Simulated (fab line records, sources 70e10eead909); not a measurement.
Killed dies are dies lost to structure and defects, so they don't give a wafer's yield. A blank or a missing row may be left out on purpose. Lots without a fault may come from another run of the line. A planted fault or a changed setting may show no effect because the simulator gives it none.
fab line records | flow nand_harc
record lots=5 wafers=15 last_day=34
route steps=1302 shown A_CHANNEL_HOLE_D1@453
lots that met no fault: from a run of the same line without faults
start_h: hours from the record's first day to the start of the lot's first wafer shown | wait_h: hours since the lot's step before | " the same as in the row above | L1.1+2: a row that stands for several wafers | - no value, or no start given | * or withheld: withheld | < > ~ a bound
route shown NAME@n: a module of which the file shows steps, and the number in the route of the first | usual: mean/standard deviation of fault-free wafers | same: alike in all rows | chamber/n: place in a boat | sites: the reading at each site | _std_site: their standard deviation | _edge_site: outer sites' mean less inner sites' | radius_mm: how far each site lies from the wafer's centre | mask NAME#n: copy n | behind: the tool/chamber that last shaped the wafer | hold: why the lot was held/for how many hours/how that ended | device: the transistor (n, p or np) that didn't switch | end of line: the same wafers' tests at the end of the route | a step without rows: its recipe alone | killed: dies lost to structure and defects at the first sort, not the wafer's yield | map: a wafer's dies, x killed, . not, _ none there
set.NAME: the setting as run; set.NAME@STEP: as run at that earlier step | model.NAME: the simulator's own value behind a step, which no gauge read
lots at some steps of the route; a table a step, a row a wafer
services: from which hour (start_h, from the record's first day; less than 0 if before it) a tool's chamber was out of use, for how many hours, and why
## steps
# step NHARC_A_CHANNEL_HOLE_D1_HMDS_03
# recipe time_s=30
# columns lot.wafer tool chamber start_h wait_h
L075.3+4+6 litho_track-01 0 - -
L080.1+4+6 litho_track-04 0 - -
L081.1+5+6 litho_track-06 0 - -
L092.3+5+6 litho_track-06 0 - -
L097.3+4+6 litho_track-04 0 - -
# step NHARC_A_CHANNEL_HOLE_D1_COAT_36
# recipe temp_c=260 time_s=75
# columns lot.wafer tool chamber start_h wait_h
L075.3+4+6 litho_track-01 0 - -
L080.1+4+6 litho_track-04 0 - -
L081.1+5+6 litho_track-06 0 - -
L092.3+5+6 litho_track-06 0 - -
L097.3+4+6 litho_track-04 0 - -
# step NHARC_A_CHANNEL_HOLE_D1_COAT_37
# recipe temp_c=225 time_s=65
# columns lot.wafer tool chamber start_h wait_h
L075.3+4+6 litho_track-01 0 - -
L080.1+4+6 litho_track-04 0 - -
L081.1+5+6 litho_track-06 0 - -
L092.3+5+6 litho_track-06 0 - -
L097.3+4+6 litho_track-04 0 - -
# step NHARC_A_CHANNEL_HOLE_D1_COAT_04
# recipe spin_rpm=1500 resist_thk_nm=90
# columns lot.wafer tool chamber start_h wait_h
L075.3+4+6 litho_track-01 0 - -
L080.1+4+6 litho_track-04 0 - -
L081.1+5+6 litho_track-06 0 - -
L092.3+5+6 litho_track-06 0 - -
L097.3+4+6 litho_track-04 0 - -
# step NHARC_A_CHANNEL_HOLE_D1_SOFTBAKE_05
# recipe temp_c=105 time_s=55
# columns lot.wafer tool chamber start_h wait_h
L075.3+4+6 litho_track-01 0 - -
L080.1+4+6 litho_track-04 0 - -
L081.1+5+6 litho_track-06 0 - -
L092.3+5+6 litho_track-06 0 - -
L097.3+4+6 litho_track-04 0 - -
# step NHARC_A_CHANNEL_HOLE_D1_EBR_06
# columns lot.wafer tool chamber start_h wait_h
L075.3+4+6 litho_track-01 0 - -
L080.1+4+6 litho_track-04 0 - -
L081.1+5+6 litho_track-06 0 - -
L092.3+5+6 litho_track-06 0 - -
L097.3+4+6 litho_track-04 0 - -
# step NHARC_A_CHANNEL_HOLE_D1_EXPOSE_07
# recipe na=1.35 target_cd_nm=100 sigma_outer=0.3 dose_mj=59.65 mask_id=HOLE_D1
# usual stage_vel_mm_s=500.00/0.29
# columns lot.wafer tool chamber start_h wait_h mask stage_vel_mm_s
L075.3 arfi_scanner-02 0 188.35 - HOLE_D1#0 499.25
L075.4 " 0 " " HOLE_D1#0 499.24
L075.6 " 0 " " HOLE_D1#0 499.52
L080.1 arfi_scanner-03 0 253.61 - HOLE_D1#0 499.70
L080.4 " 0 " " HOLE_D1#0 500.20
L080.6 " 0 " " HOLE_D1#0 499.69
L081.1 arfi_scanner-02 0 253.84 - HOLE_D1#0 499.96
L081.5 " 0 " " HOLE_D1#0 500.38
L081.6 " 0 " " HOLE_D1#0 499.85
L092.3 arfi_scanner-01 0 363.45 - HOLE_D1#0 500.27
L092.5 " 0 " " HOLE_D1#0 499.72
L092.6 " 0 " " HOLE_D1#0 500.06
L097.3 arfi_scanner-03 0 405.59 - HOLE_D1#0 500.58
L097.4 " 0 " " HOLE_D1#0 499.87
L097.6 " 0 " " HOLE_D1#0 500.07
# step NHARC_A_CHANNEL_HOLE_D1_PEB_08
# recipe peb_temp_c=100 peb_time_s=65
# same peb_time_s=65
# columns lot.wafer tool chamber start_h wait_h
L075.3+4+6 litho_track-06 0 188.41 0.0
L080.1+4+6 litho_track-01 0 253.67 0.1
L081.1+5+6 litho_track-04 0 253.90 0.1
L092.3+5+6 litho_track-01 0 363.50 0.0
L097.3+4+6 litho_track-06 0 405.64 0.0
# step NHARC_A_CHANNEL_HOLE_D1_DEVELOP_09
# recipe develop_time_s=35 dev_temp_c=23
# columns lot.wafer tool chamber start_h wait_h
L075.3+4+6 litho_track-06 0 - -
L080.1+4+6 litho_track-01 0 - -
L081.1+5+6 litho_track-04 0 - -
L092.3+5+6 litho_track-01 0 - -
L097.3+4+6 litho_track-06 0 - -
# step NHARC_A_CHANNEL_HOLE_D1_CD_MEAS_10
# recipe target_cd_nm=100 landing_energy_ev=500
# usual cd_nm=100.4/0.55
# columns lot.wafer tool chamber start_h wait_h cd_nm
L075.3 cd_sem-03 0 188.49 - 100.7
L075.4 " 0 " " 101.6
L075.6 " 0 " " 100.6
L080.1 cd_sem-02 0 253.75 - 100.5
L080.4 " 0 " " 101.8
L080.6 " 0 " " 101.0
L081.1 cd_sem-01 0 253.98 - 99.9
L081.5 " 0 " " 100.0
L081.6 " 0 " " 99.8
L092.3 cd_sem-03 0 363.59 - 100.8
L092.5 " 0 " " 101.0
L092.6 " 0 " " 101.3
L097.3 cd_sem-02 0 405.73 - 100.0
L097.4 " 0 " " 99.5
L097.6 " 0 " " 100.7
# step NHARC_A_CHANNEL_HOLE_D1_OVL_MEAS_11
# usual overlay_x_nm=0.0/0.67 overlay_y_nm=0.2/0.66
# columns lot.wafer tool chamber start_h wait_h overlay_x_nm overlay_y_nm
L075.3 overlay-01 - 188.57 - -0.8 0.0
L075.4 " - " " -0.8 0.2
L075.6 " - " " -0.1 0.5
L080.1 overlay-02 - 253.83 - -0.2 -0.5
L080.4 " - " " 0.0 -0.7
L080.6 " - " " 0.0 -0.3
L081.1 overlay-01 - 254.07 - 0.2 1.3
L081.5 " - " " 0.3 0.5
L081.6 " - " " 0.5 1.0
L092.3 overlay-02 - 363.67 - -2.0 -0.3
L092.5 " - " " -2.2 -0.7
L092.6 " - " " -1.9 -0.6
L097.3 overlay-01 - 405.81 - -0.1 0.4
L097.4 " - " " -0.4 0.3
L097.6 " - " " -0.5 0.2
# step NHARC_A_CHANNEL_HOLE_D1_INSPECT_12
# usual raw_defect_count=5.9/2.6
# columns lot.wafer tool chamber start_h wait_h raw_defect_count
L075.3 defect_inspect-02 - 188.61 0.0 9
L075.4 " - " " 4
L075.6 " - " " 6
L080.1 defect_inspect-01 - 253.87 0.0 7
L080.4 " - " " 7
L080.6 " - " " 6
L081.1 defect_inspect-01 - 254.11 0.0 5
L081.5 " - " " 5
L081.6 " - " " 8
L092.3 defect_inspect-02 - 363.71 0.0 8
L092.5 " - " " 6
L092.6 " - " " 6
L097.3 defect_inspect-02 - 405.85 0.0 6
L097.4 " - " " 7
L097.6 " - " " 8
# step NHARC_A_CHANNEL_HOLE_D1_DESCUM_15
# recipe time_s=3 o2_flow_sccm=200 ar_flow_sccm=0 bias_power_w=0 chemistry=O2
# usual chamber_pressure_mTorr=60.00/0.055 drypump_motor_current_A=5.47/0.23 oes_product_au=1.000/0.0081 rf_vpp_V=57.5/0.83 showerhead_plenum_p_Torr=1.86/0.075 throttle_valve_pct=11.311/0.0092
# columns lot.wafer tool chamber start_h wait_h chamber_pressure_mTorr drypump_motor_current_A oes_product_au rf_hours_counter_h rf_vpp_V showerhead_plenum_p_Torr throttle_valve_pct
L075.4 rie_diel-06 0 188.68 0.1 60.01 5.14 1.002 3 58.4 1.85 11.316
L075.3 " 2 " " 59.96 5.56 0.999 3 56.2 1.92 11.317
L075.6 " 3 " " 59.95 5.48 0.993 - 58.6 1.78 11.320
L080.4 rie_diel-06 1 253.95 0.1 60.07 5.45 1.004 9 57.8 1.78 11.313
L080.1 " 2 " " 59.95 5.55 1.001 9 58.0 1.91 11.307
L080.6 " 0 " " 59.92 5.17 0.992 - 57.1 1.85 11.313
L081.1 rie_diel-13 3 254.18 0.1 59.96 5.71 1.003 31 57.9 1.89 11.305
L081.6 " 2 " " 60.12 5.61 0.991 - 58.4 1.90 11.307
L081.5 " 3 " " 60.00 5.71 1.004 - 57.4 1.89 11.318
L092.3 rie_diel-06 3 363.77 0.1 59.95 5.48 0.994 5 58.4 1.78 11.303
L092.5 " 2 " " 60.02 5.57 1.008 - 59.7 1.91 11.303
L092.6 " 3 " " 60.00 5.48 1.007 - 57.7 1.78 11.328
L097.4 rie_diel-06 1 405.90 0.1 59.93 5.38 0.993 8 58.0 1.77 11.315
L097.3 " 3 " " 60.09 5.49 1.004 8 57.1 1.77 11.319
L097.6 " 2 " " 60.04 5.60 0.993 - 57.5 1.91 11.315
# step NHARC_A_CHANNEL_HOLE_D1_ETCH_38
# recipe target_depth_a=390 over_etch_frac=0.3 time_s=65 ion_energy_ev=80 cf4_flow_sccm=150 ar_flow_sccm=0 rf_w=300 bias_w=100 chemistry=CF4
# usual bias_w=100.0/0.33 chamber_pressure_mTorr=50.00/0.048 drypump_motor_current_A=5.45/0.23 oes_product_au=1.001/0.0089 rf_vpp_V=150.5/1.1 showerhead_plenum_p_Torr=1.72/0.063 throttle_valve_pct=13.285/0.0098
# columns lot.wafer tool chamber start_h wait_h bias_w chamber_pressure_mTorr drypump_motor_current_A oes_product_au rf_hours_counter_h rf_vpp_V showerhead_plenum_p_Torr throttle_valve_pct
L075.3 rie_diel-06 0 188.75 0.1 99.6 49.92 5.19 0.995 3 151.0 1.71 13.289
L075.4 " 2 " " 99.5 50.01 5.55 1.007 3 151.2 1.77 13.269
L075.6 " 0 " " 99.8 49.94 5.19 1.006 - 150.4 1.71 13.267
L080.1 rie_diel-06 3 254.02 0.1 100.3 49.93 5.50 1.002 7 150.8 1.65 13.282
L080.4 " 1 " " 100.0 50.00 5.40 0.998 9 150.6 1.65 13.277
L080.6 " 0 " " 100.4 50.00 5.15 0.994 - 149.0 1.71 13.298
L081.1 rie_diel-13 1 254.27 0.1 100.5 49.99 5.53 0.991 32 150.7 1.73 13.298
L081.5 " 3 " " 100.1 50.09 5.69 1.010 - 151.3 1.75 13.291
L081.6 " 0 " " 100.1 50.09 5.27 1.006 - 149.0 1.68 13.301
L092.3 rie_diel-06 2 363.87 0.1 100.0 49.99 5.56 1.004 5 151.5 1.77 13.284
L092.5 " 3 " " 100.1 50.10 5.44 1.006 - 150.1 1.65 13.272
L092.6 " 0 " " 100.0 50.01 5.13 0.994 - 151.5 1.71 13.296
L097.4 rie_diel-06 3 406.00 0.1 99.5 50.00 5.50 1.022 8 150.5 1.65 13.280
L097.3 " 0 " " 100.6 50.00 5.18 0.989 8 151.1 1.71 13.294
L097.6 " 1 " " 100.2 49.98 5.44 1.003 - 149.2 1.65 13.285
# step NHARC_A_CHANNEL_HOLE_D1_ETCH_39
# recipe target_depth_a=2600 over_etch_frac=0.3 time_s=325 ion_energy_ev=200 n2_flow_sccm=150 h2_flow_sccm=150 ar_flow_sccm=0 rf_w=400 bias_w=150 chemistry=N2/H2
# usual bias_w=150.0/0.43 chamber_pressure_mTorr=30.002/0.029 drypump_motor_current_A=5.44/0.22 oes_product_au=0.999/0.0094 rf_vpp_V=428.7/2.4 showerhead_plenum_p_Torr=1.97/0.077 throttle_valve_pct=14.172/0.0087
# columns lot.wafer tool chamber start_h wait_h bias_w chamber_pressure_mTorr drypump_motor_current_A oes_product_au rf_hours_counter_h rf_vpp_V showerhead_plenum_p_Torr throttle_valve_pct
L075.3 rie_diel-06 2 - - 150.3 30.007 5.57 0.999 3 431.0 2.04 14.164
L075.4 " 0 " " 149.5 30.011 5.18 0.999 3 427.2 1.97 14.187
L075.6 " 3 " " 150.1 30.014 5.51 1.013 - 425.9 1.89 14.177
L080.4 rie_diel-06 2 - - 149.9 29.999 5.58 1.010 9 430.7 2.04 14.160
L080.1 " 3 " " 150.3 29.959 5.51 1.002 7 426.5 1.89 14.186
L080.6 " 1 " " 149.6 30.075 5.46 1.018 - 427.1 1.89 14.170
L081.1 rie_diel-13 3 - - 150.6 29.968 5.69 1.004 31 429.8 2.02 14.165
L081.6 " 1 " " 150.5 30.004 5.54 1.002 - 429.4 1.99 14.169
L081.5 " 2 " " 150.2 30.039 5.59 0.989 - 431.0 2.02 14.181
L092.3 rie_diel-06 0 - - 150.1 30.038 5.16 0.986 5 428.9 1.96 14.171
L092.5 " 1 " " 150.5 30.027 5.43 0.987 - 425.7 1.89 14.167
L092.6 " 2 " " 150.0 30.015 5.58 0.995 - 431.6 2.04 14.172
L097.3 rie_diel-06 0 - - 149.5 29.980 5.19 0.999 8 428.2 1.96 14.177
L097.4 " 2 " " 150.3 29.997 5.57 0.990 9 429.7 2.04 14.159
L097.6 " 1 " " 150.5 30.044 5.41 0.994 - 426.4 1.89 14.182
# step NHARC_A_CHANNEL_HOLE_D1_ETCH_34
# recipe target_depth_a=1540 time_s=77 cf4_flow_sccm=100 chf3_flow_sccm=30 ar_flow_sccm=0 rf_w=500 bias_w=200 chemistry=CF4/CHF3
# usual bias_w=200.0/0.62 chamber_pressure_mTorr=25.003/0.022 drypump_motor_current_A=5.46/0.22 oes_product_au=0.946/0.022 rf_vpp_V=369.1/2.1 showerhead_plenum_p_Torr=1.53/0.057 throttle_valve_pct=16.801/0.0092
# columns lot.wafer tool chamber start_h wait_h bias_w chamber_pressure_mTorr drypump_motor_current_A oes_product_au rf_hours_counter_h rf_vpp_V showerhead_plenum_p_Torr throttle_valve_pct
L075.3 rie_diel-06 0 - - 200.1 24.984 5.14 0.912 3 369.2 1.52 16.807
L075.4 " 1 " " 200.2 25.005 5.44 0.934 4 365.4 1.47 16.800
L075.6 " 0 " " 199.2 24.980 5.15 0.927 - 369.1 1.52 16.793
L080.4 rie_diel-06 3 - - 199.9 24.991 5.50 0.972 7 367.0 1.47 16.808
L080.1 " 0 " " 200.3 24.992 5.13 0.956 9 369.4 1.52 16.817
L080.6 " 2 " " 200.7 24.964 5.56 0.974 - 370.6 1.57 16.800
L081.1 rie_diel-13 3 - - 199.3 25.006 5.71 0.966 31 370.9 1.56 16.794
L081.6 " 0 " " 200.1 24.980 5.28 0.983 - 368.7 1.49 16.800
L081.5 " 1 " " 199.4 24.986 5.52 0.969 - 369.8 1.54 16.785
L092.3 rie_diel-06 2 - - 200.2 25.033 5.59 0.952 5 369.6 1.57 16.795
L092.5 " 3 " " 201.4 25.006 5.51 0.962 - 367.4 1.47 16.808
L092.6 " 0 " " 199.8 24.949 5.15 0.971 - 368.0 1.52 16.795
L097.4 rie_diel-06 1 - - 199.3 25.034 5.48 0.916 8 367.3 1.46 16.810
L097.3 " 0 " " 200.7 24.980 5.15 0.911 8 368.8 1.52 16.797
L097.6 " 1 " " 199.8 25.021 5.42 0.923 - 366.7 1.47 16.798
# step NHARC_A_CHANNEL_HOLE_D1_ETCH_16
# recipe target_depth_a=31000 over_etch_frac=0.3 time_s=806 ion_energy_ev=150 o2_flow_sccm=400 cos_flow_sccm=20 ar_flow_sccm=0 rf_w=500 bias_w=300 chemistry=O2/COS
# usual bias_w=300.0/0.97 chamber_pressure_mTorr=19.998/0.016 drypump_motor_current_A=5.48/0.23 oes_product_au=1.000/0.0089 rf_vpp_V=312.9/1.9 showerhead_plenum_p_Torr=3.04/0.12 throttle_valve_pct=28.330/0.0078
# columns lot.wafer tool chamber start_h wait_h bias_w chamber_pressure_mTorr drypump_motor_current_A oes_product_au rf_hours_counter_h rf_vpp_V showerhead_plenum_p_Torr throttle_valve_pct
L075.3 rie_diel-06 1 - - 300.1 20.007 5.41 1.014 4 312.5 2.92 28.344
L075.4 " 2 " " 300.2 19.985 5.59 1.006 3 314.3 3.13 28.328
L075.6 " 2 " " 300.0 20.048 5.60 1.007 - 315.8 3.13 28.330
L080.1 rie_diel-06 1 - - 301.1 20.011 5.48 1.011 9 312.4 2.91 28.324
L080.4 " 2 " " 300.2 19.988 5.57 1.000 9 314.6 3.12 28.327
L080.6 " 1 " " 299.5 20.000 5.44 1.006 - 312.5 2.91 28.336
L081.1 rie_diel-13 3 - - 301.1 20.000 5.70 1.013 31 313.4 3.09 28.336
L081.5 " 3 " " 299.8 20.017 5.71 0.997 - 314.1 3.09 28.335
L081.6 " 0 " " 300.4 20.016 5.31 1.000 - 313.2 2.97 28.326
L092.3 rie_diel-06 1 - - 298.3 20.034 5.42 0.990 6 310.8 2.91 28.335
L092.5 " 2 " " 299.7 20.008 5.58 1.001 - 312.9 3.12 28.346
L092.6 " 3 " " 299.6 20.003 5.52 1.010 - 311.3 2.91 28.325
L097.3 rie_diel-06 0 - - 300.7 20.011 5.20 1.002 8 311.4 3.01 28.330
L097.4 " 3 " " 299.8 20.014 5.48 1.010 8 311.5 2.91 28.320
L097.6 " 0 " " 299.0 19.978 5.16 0.999 - 312.2 3.01 28.330
# step NHARC_A_CHANNEL_HOLE_D1_CD_MEAS_18
# usual cd_nm=99.6/2.2
# columns lot.wafer tool chamber start_h wait_h cd_nm
L075.3 cd_sem-01 - 189.78 - 98.2
L075.4 " - " " 102.1
L075.6 " - " " 99.7
L080.1 cd_sem-02 - 255.04 - 100.4
L080.4 " - " " 101.1
L080.6 " - " " 100.0
L081.1 cd_sem-03 - 255.28 - 100.1
L081.5 " - " " 96.8
L081.6 " - " " 98.7
L092.3 cd_sem-01 - 364.88 - 99.0
L092.5 " - " " 102.7
L092.6 " - " " 102.9
L097.3 cd_sem-02 - 407.02 - 96.7
L097.4 " - " " 99.1
L097.6 " - " " 98.6
# step NHARC_A_CHANNEL_HOLE_D1_ETCH_19
# recipe bias_v=1200 source_w=2500 pressure_mtorr=15 time_s=34.5 ar_flow_sccm=375 c4f8_flow_sccm=28.8 o2_flow_sccm=96.2 temp_c=-20 target_depth_a=* chemistry=C4F8/O2/Ar
# usual chamber_pressure_mTorr=15.000/0.014 drypump_motor_current_A=5.4/0.44 he_backside_leak_sccm=6.1/0.57 showerhead_plenum_p_Torr=3.75/0.052 throttle_valve_pct=37.038/0.0093
# columns lot.wafer tool chamber start_h wait_h chamber_pressure_mTorr drypump_motor_current_A he_backside_leak_sccm rf_hours_counter_h showerhead_plenum_p_Torr throttle_valve_pct
L075.3 har_etch-02 1 189.89 0.1 14.990 5.2 5.4 - 3.81 37.034
L075.4 " 0 " " 14.979 5.5 6.7 - 3.81 37.029
L075.6 " 1 " " 14.989 5.2 5.8 - 3.81 37.036
L080.1 har_etch-02 0 255.12 0.1 14.994 5.5 7.1 331 3.79 37.041
L080.4 " 0 " " 14.998 5.5 7.1 - 3.79 37.034
L080.6 " 1 " " 15.018 5.2 5.8 - 3.79 37.046
L081.1 har_etch-01 1 255.37 0.1 14.992 4.7 5.8 126 3.75 37.061
L081.5 " 0 " " 15.029 6.0 5.9 - 3.69 37.036
L081.6 " 1 " " 14.993 4.7 5.8 - 3.75 37.037
L092.3 har_etch-02 1 367.30 2.4 15.009 5.2 6.1 - 3.75 37.033
L092.6 " 1 " " 15.007 5.2 7.5 - 3.75 37.040
L092.5 " 0 " " 14.998 5.5 7.2 - 3.75 37.042
L097.3 har_etch-02 1 410.49 3.5 14.993 5.3 5.1 - 3.74 37.036
L097.4 " 0 " " 14.983 5.5 5.8 - 3.74 37.041
L097.6 " 0 " " 14.994 5.5 5.8 - 3.74 37.040
# step NHARC_A_CHANNEL_HOLE_D1_ETCH_20
# recipe bias_v=3000 source_w=withheld pressure_mtorr=20 time_s=361.9 ar_flow_sccm=375 c4f8_flow_sccm=89.3 o2_flow_sccm=35.7 temp_c=-20 target_depth_a=16000 chemistry=C4F8/O2/Ar
# usual chamber_pressure_mTorr=20.000/0.019 drypump_motor_current_A=5.4/0.43 he_backside_leak_sccm=6.2/0.7 showerhead_plenum_p_Torr=3.70/0.049 throttle_valve_pct=32.155/0.0081
# columns lot.wafer tool chamber start_h wait_h chamber_pressure_mTorr drypump_motor_current_A he_backside_leak_sccm rf_hours_counter_h showerhead_plenum_p_Torr throttle_valve_pct
L075.3 har_etch-02 1 190.07 0.2 20.015 5.3 5.8 - 3.77 32.162
L075.4 " 0 " " 20.033 5.5 7.0 - 3.77 32.164
L075.6 " 1 " " 19.990 5.2 5.7 - 3.77 32.147
L080.1 har_etch-02 0 255.23 0.1 19.977 5.5 7.2 331 3.75 32.163
L080.4 " 0 " " 19.997 5.5 7.2 - 3.75 32.143
L080.6 " 1 " " 19.977 5.2 6.0 - 3.75 32.165
L081.1 har_etch-01 1 255.51 0.1 20.029 4.8 5.6 126 3.71 32.156
L081.5 " 0 " " 19.994 6.1 6.2 - 3.65 32.160
L081.6 " 1 " " 19.963 4.7 5.8 - 3.71 32.155
L092.3 har_etch-02 1 367.48 0.2 19.971 5.3 5.9 - 3.71 32.157
L092.6 " 1 " " 19.993 5.2 6.0 - 3.71 32.153
L092.5 " 0 " " 19.987 5.5 7.2 - 3.71 32.160
L097.3 har_etch-02 1 410.67 0.2 20.029 5.2 5.1 - 3.70 32.161
L097.4 " 0 " " 20.001 5.5 5.8 - 3.70 32.163
L097.6 " 0 " " 20.057 5.5 5.7 - 3.70 32.158
# step NHARC_A_CHANNEL_HOLE_D1_ETCH_21
# recipe bias_v=3000 source_w=withheld pressure_mtorr=20 time_s=514.3 ar_flow_sccm=375 c4f8_flow_sccm=89.3 o2_flow_sccm=35.7 temp_c=-20 target_depth_a=16000 chemistry=C4F8/O2/Ar
# usual chamber_pressure_mTorr=20.001/0.016 drypump_motor_current_A=5.4/0.43 he_backside_leak_sccm=6.1/0.72 showerhead_plenum_p_Torr=3.70/0.049 throttle_valve_pct=32.156/0.0094
# columns lot.wafer tool chamber start_h wait_h chamber_pressure_mTorr drypump_motor_current_A he_backside_leak_sccm rf_hours_counter_h showerhead_plenum_p_Torr throttle_valve_pct
L075.3 har_etch-02 1 190.42 0.3 19.996 5.2 5.7 - 3.77 32.160
L075.4 " 0 " " 20.008 5.5 6.7 - 3.77 32.148
L075.6 " 1 " " 19.987 5.2 5.8 - 3.77 32.152
L080.1 har_etch-02 0 255.54 0.3 19.988 5.5 7.0 332 3.75 32.151
L080.4 " 0 " " 19.978 5.5 7.1 - 3.75 32.154
L080.6 " 1 " " 20.004 5.2 5.4 - 3.75 32.149
L081.1 har_etch-01 1 255.85 0.3 19.999 4.8 5.9 127 3.71 32.151
L081.5 " 0 " " 20.029 6.1 5.7 - 3.65 32.143
L081.6 " 1 " " 19.997 4.8 6.0 - 3.71 32.161
L092.3 har_etch-02 1 367.84 0.3 20.006 5.2 6.2 - 3.71 32.157
L092.6 " 1 " " 19.985 5.2 6.1 - 3.71 32.142
L092.5 " 0 " " 20.032 5.5 7.4 - 3.71 32.150
L097.3 har_etch-02 1 411.03 0.3 19.979 5.2 5.2 - 3.70 32.165
L097.4 " 0 " " 19.972 5.5 5.9 - 3.70 32.164
L097.6 " 0 " " 19.984 5.5 5.8 - 3.70 32.143
# step NHARC_A_CHANNEL_HOLE_D1_ETCH_22
# recipe bias_v=3000 source_w=withheld pressure_mtorr=20 time_s=666.7 ar_flow_sccm=375 c4f8_flow_sccm=89.3 o2_flow_sccm=35.7 temp_c=-20 target_depth_a=16000 chemistry=C4F8/O2/Ar
# usual chamber_pressure_mTorr=19.999/0.018 drypump_motor_current_A=5.4/0.44 he_backside_leak_sccm=6.3/0.98 showerhead_plenum_p_Torr=3.70/0.049 throttle_valve_pct=32.155/0.0089
# columns lot.wafer tool chamber start_h wait_h chamber_pressure_mTorr drypump_motor_current_A he_backside_leak_sccm rf_hours_counter_h showerhead_plenum_p_Torr throttle_valve_pct
L075.3 har_etch-02 1 190.90 0.4 19.987 5.2 5.4 - 3.77 32.173
L075.4 " 0 " " 20.020 5.5 6.9 - 3.77 32.161
L075.6 " 1 " " 20.018 5.2 5.7 - 3.77 32.156
L080.1 har_etch-02 0 255.98 0.4 19.985 5.5 7.1 332 3.75 32.177
L080.4 " 0 " " 20.034 5.5 6.9 - 3.75 32.162
L080.6 " 1 " " 19.968 5.2 5.6 - 3.75 32.154
L081.1 har_etch-01 1 256.30 0.4 19.989 4.7 6.0 127 3.71 32.153
L081.5 " 0 " " 19.978 6.0 6.3 - 3.65 32.166
L081.6 " 1 " " 19.997 4.8 5.9 - 3.71 32.163
L092.3 har_etch-02 1 368.32 0.4 19.982 5.2 6.1 - 3.71 32.143
L092.6 " 1 " " 20.013 5.2 6.0 - 3.71 32.145
L092.5 " 0 " " 19.999 5.5 7.3 - 3.71 32.169
L097.3 har_etch-02 1 411.51 0.4 19.994 5.2 5.1 - 3.70 32.162
L097.4 " 0 " " 19.997 5.5 5.5 - 3.70 32.147
L097.6 " 0 " " 19.996 5.5 5.8 - 3.70 32.134
# step NHARC_A_CHANNEL_HOLE_D1_ETCH_23
# recipe bias_v=5000 source_w=withheld pressure_mtorr=20 time_s=819 ar_flow_sccm=375 c4f8_flow_sccm=89.3 o2_flow_sccm=35.7 temp_c=-20 target_depth_a=16000 chemistry=C4F8/O2/Ar
# usual chamber_pressure_mTorr=19.999/0.018 drypump_motor_current_A=5.4/0.44 he_backside_leak_sccm=6.1/0.56 showerhead_plenum_p_Torr=3.70/0.049 throttle_valve_pct=32.155/0.0095
# columns lot.wafer tool chamber start_h wait_h chamber_pressure_mTorr drypump_motor_current_A he_backside_leak_sccm rf_hours_counter_h showerhead_plenum_p_Torr throttle_valve_pct
L075.3 har_etch-02 1 191.51 0.5 19.995 5.2 5.9 - 3.76 32.152
L075.4 " 0 " " 19.994 5.5 6.7 - 3.77 32.148
L075.6 " 1 " " 19.995 5.2 5.9 - 3.77 32.155
L080.1 har_etch-02 0 256.54 0.5 19.991 5.5 7.1 333 3.75 32.159
L080.4 " 0 " " 20.023 5.5 6.9 - 3.75 32.151
L080.6 " 1 " " 19.969 5.2 6.0 - 3.75 32.164
L081.1 har_etch-01 1 256.89 0.5 20.008 4.7 5.9 128 3.71 32.157
L081.5 " 0 " " 19.961 6.0 5.7 - 3.65 32.145
L081.6 " 1 " " 19.983 4.7 6.0 - 3.71 32.158
L092.3 har_etch-02 1 368.93 0.5 19.988 5.2 6.3 - 3.71 32.159
L092.6 " 1 " " 19.972 5.2 6.4 - 3.71 32.138
L092.5 " 0 " " 19.978 5.5 7.3 - 3.71 32.140
L097.3 har_etch-02 1 412.11 0.5 20.000 5.2 5.2 - 3.70 32.145
L097.4 " 0 " " 20.002 5.5 5.7 - 3.70 32.146
L097.6 " 0 " " 19.999 5.5 5.8 - 3.70 32.161
# step NHARC_A_CHANNEL_HOLE_D1_ETCH_24
# recipe bias_v=5000 source_w=withheld pressure_mtorr=20 time_s=906.2 ar_flow_sccm=375 c4f8_flow_sccm=93.8 o2_flow_sccm=31.2 temp_c=-20 target_depth_a=15000 chemistry=C4F8/O2/Ar
# usual chamber_pressure_mTorr=20.000/0.019 drypump_motor_current_A=5.4/0.43 he_backside_leak_sccm=6.2/0.57 showerhead_plenum_p_Torr=3.70/0.049 throttle_valve_pct=32.235/0.0099
# columns lot.wafer tool chamber start_h wait_h chamber_pressure_mTorr drypump_motor_current_A he_backside_leak_sccm rf_hours_counter_h showerhead_plenum_p_Torr throttle_valve_pct
L075.3 har_etch-02 1 192.23 0.6 20.017 5.2 5.3 - 3.76 32.235
L075.4 " 0 " " 20.001 5.5 6.7 - 3.76 32.238
L075.6 " 1 " " 19.956 5.2 5.4 - 3.76 32.240
L080.1 har_etch-02 0 257.24 0.6 19.986 5.5 6.9 333 3.74 32.237
L080.4 " 0 " " 20.024 5.5 7.0 - 3.74 32.237
L080.6 " 1 " " 20.009 5.2 6.0 - 3.74 32.228
L081.1 har_etch-01 1 257.60 0.6 19.974 4.7 5.8 128 3.71 32.240
L081.5 " 0 " " 20.011 6.1 5.5 - 3.64 32.245
L081.6 " 1 " " 20.012 4.7 5.9 - 3.71 32.234
L092.3 har_etch-02 1 369.66 0.6 20.008 5.2 6.2 - 3.71 32.231
L092.6 " 1 " " 19.999 5.2 5.9 - 3.70 32.239
L092.5 " 0 " " 20.005 5.5 7.2 - 3.71 32.217
L097.3 har_etch-02 1 412.83 0.6 19.980 5.2 4.7 - 3.69 32.248
L097.4 " 0 " " 19.984 5.5 5.8 - 3.70 32.253
L097.6 " 0 " " 20.040 5.5 5.8 - 3.70 32.232
## services
# columns tool chamber start_h hours kind
rie_diel-13 - 165.18 9.0 pm
litho_track-06 - 179.00 7.0 pm
rie_diel-13 2 185.22 1.9 repair
arfi_scanner-03 - 186.28 0.5 repair
arfi_scanner-03 - 196.00 4.0 pm
litho_track-04 - 203.00 7.0 pm
arfi_scanner-03 - 220.35 0.7 repair
rie_diel-06 3 262.29 2.4 repair
arfi_scanner-02 - 286.70 3.3 repair
rie_diel-13 - 288.69 1.4 repair
arfi_scanner-02 - 291.82 0.4 repair
rie_diel-06 2 298.93 3.7 repair
rie_diel-06 - 307.20 9.0 pm
arfi_scanner-02 - 309.92 0.2 repair
arfi_scanner-02 - 312.00 4.0 pm
litho_track-01 - 330.00 7.0 pm
rie_diel-13 - 342.18 9.0 pm
rie_diel-13 2 353.03 8.5 repair
litho_track-06 - 354.00 7.0 pm
rie_diel-13 3 356.16 5.9 repair
rie_diel-13 - 362.98 1.1 repair
har_etch-02 - 377.20 17.0 pm
litho_track-04 - 378.00 7.0 pm
rie_diel-06 - 396.98 0.8 repair
## key
fault none
